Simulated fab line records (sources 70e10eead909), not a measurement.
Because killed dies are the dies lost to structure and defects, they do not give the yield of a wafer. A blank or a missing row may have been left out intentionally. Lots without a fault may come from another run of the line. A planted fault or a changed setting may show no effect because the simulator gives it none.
A lot that was struck, set against a sound lot -- flow nandHarc -- 24 out of 1159 route steps
Sound: the wafers L687.3, L687.4, L687.5. Struck: wafers L700.2, L700.3, L700.6. The cause is given at the end.
Order at every step that has rows: each side's tool, ch and its chambers, its first start. Under that, the readings that differ: sound wafers -- struck wafers -- difference of the means -- sigmas: that difference in standard deviations of wafers without a fault.
alike: same words and numbers on both sides, and readings whose means sit less than 2 such deviations apart. not compared: any withheld reading, any reading some wafer has no value for, any bound like >300 that may hide the same value, and any number with overlapping values for which the record gives no deviation.
A row with sigmas, a row that says differs or no value, or rows on one side alone: a step with any of these is where the two part. When numbers do not overlap yet have no deviation, they are printed without sigmas and do not part them. A reading missing from all wafers of one side parts the sides only when that side holds two or more wafers.

NHARC_A_M0_INSPECT_27:
  sound on defectInspect-01, day 17 20:22; struck on defectInspect-02, day 21 17:59
  alike: rawDefectCount
NHARC_A_M0_PRE_CLEAN_31: time 12 s.
  sound on pecvd-01 ch 0,1, day 17 20:28; struck on pecvd-04 ch 0,2, day 21 18:04
  alike: heaterPowerW
NHARC_A_M0_DEP_32: deposits SiCN, target thk 30 nm.
  sound on pecvd-01 ch 0,1, day 17 20:36; struck on pecvd-04 ch 0,2, day 21 18:11
  alike: heaterPowerW
then, 8 steps without rows for these wafers: NHARC_A_M1_DEP_00 (deposits SiOC, target thk 182.5 nm); NHARC_A_M1_DEHYDRATE_01 (time 120 s); NHARC_A_M1_HMDS_02 (time 30 s); NHARC_A_M1_COAT_34 (time 65 s); NHARC_A_M1_COAT_03 (resist thk 90 nm); NHARC_A_M1_SOFTBAKE_04 (time 55 s); NHARC_A_M1_EBR_05; NHARC_A_M1_EXPOSE_06 (exposes mask A M1, target cd 120 nm).
NHARC_A_M1_PEB_07: peb time 65 s.
  sound on lithoTrack-04 ch 0, day 17 21:34; struck on lithoTrack-06 ch 0, day 21 19:19
then, 1 step without rows for these wafers: NHARC_A_M1_DEVELOP_08 (develop time 35 s).
NHARC_A_M1_CD_MEAS_09 targets a cd of 120 nm.
  sound on cdSem-02 ch 0, day 17 21:39; struck on cdSem-02 ch 0, day 21 19:23
reading,sound,struck,difference,sigmas
cdNm (nm),120.2 121.2 121.2,127.0 126.6 126.6,+5.9,+10
NHARC_A_M1_OVL_MEAS_10: pitch 240 nm.
  sound on overlay-02, day 17 21:44; struck on overlay-01, day 21 19:29
  alike: overlayXNm, overlayYNm
NHARC_A_M1_INSPECT_11:
  sound on defectInspect-01, day 17 21:46; struck on defectInspect-01, day 21 19:31
  alike: rawDefectCount
NHARC_A_M1_DESCUM_14: chemistry O2, time 3 s.
  sound on rieDiel-11 ch 0,1, day 17 21:50; struck on rieDiel-02 ch 0,1,3, day 21 19:36
reading,sound,struck,difference,sigmas
model.A_M1.cdNm (nm),120.9 121.2 121,126.4 126.5 126.5,+5.4,
  alike: drypumpMotorCurrentA, mfcArSccm, oesProductAu, rfVppV, showerheadPlenumPTorr, throttleValvePct
  not compared: rfHoursCounterH
NHARC_A_M1_ETCH_35: etches the open film in N2/H2, target depth 40 nm, overetch 12 nm, time 43.94 s.
  sound on rieDiel-11 ch 1,2, day 17 21:55; struck on rieDiel-02 ch 0,3, day 21 19:40
  alike: drypumpMotorCurrentA, mfcArSccm, oesProductAu, rfVppV, showerheadPlenumPTorr, throttleValvePct
  not compared: rfHoursCounterH
NHARC_A_M1_ETCH_15: etches the open film in C4F8/Ar, target depth 182.5 nm, time 91.2 s.
  sound: rieDiel-11 ch 1,2; struck: rieDiel-02 ch 0,2,3
  alike: oesProductAu, rfVppV
  not compared: rfHoursCounterH
NHARC_A_M1_CD_MEAS_16:
  sound on cdSem-03, day 17 22:08; struck on cdSem-03, day 21 19:53
reading,sound,struck,difference,sigmas
cdNm (nm),120.9 121.0 120.5,126.0 126.2 126.5,+5.4,+8
NHARC_A_M1_STRIP_18: strips in N2/H2.
  sound on rieDiel-03 ch 1,2,3, day 17 22:16; struck on rieDiel-03 ch 1,3, day 21 19:58
  alike: drypumpMotorCurrentA, mfcArSccm, oesProductAu, rfVppV, showerheadPlenumPTorr, throttleValvePct
  not compared: rfHoursCounterH
NHARC_A_M1_ETCH_28: etches the open film in CF4/N2, target depth 30 nm, time 72.99 s.
  sound: rieDiel-03 ch 0,2; struck: rieDiel-03 ch 0,1,2
reading,sound,struck,difference,sigmas
model.A_M1.cdNm (nm),121.3 121.1 120.7,125.9 126.4 126.3,+5.2,
  alike: drypumpMotorCurrentA, mfcArSccm, oesProductAu, rfVppV, showerheadPlenumPTorr, throttleValvePct
  not compared: rfHoursCounterH
then, 1 step without rows for these wafers: NHARC_A_M1_STRIP_19 (strips in post etch residue remover, time 600 s).
NHARC_END_SORT_01:
  the record has rows for the sound wafers here (prober-02 ch 0, day 19 14:28) and none for the struck ones

## WHERE THEY PART
First at NHARC_A_M1_CD_MEAS_09; last, within this record, at NHARC_END_SORT_01.

WHY: the cause the simulator had injected
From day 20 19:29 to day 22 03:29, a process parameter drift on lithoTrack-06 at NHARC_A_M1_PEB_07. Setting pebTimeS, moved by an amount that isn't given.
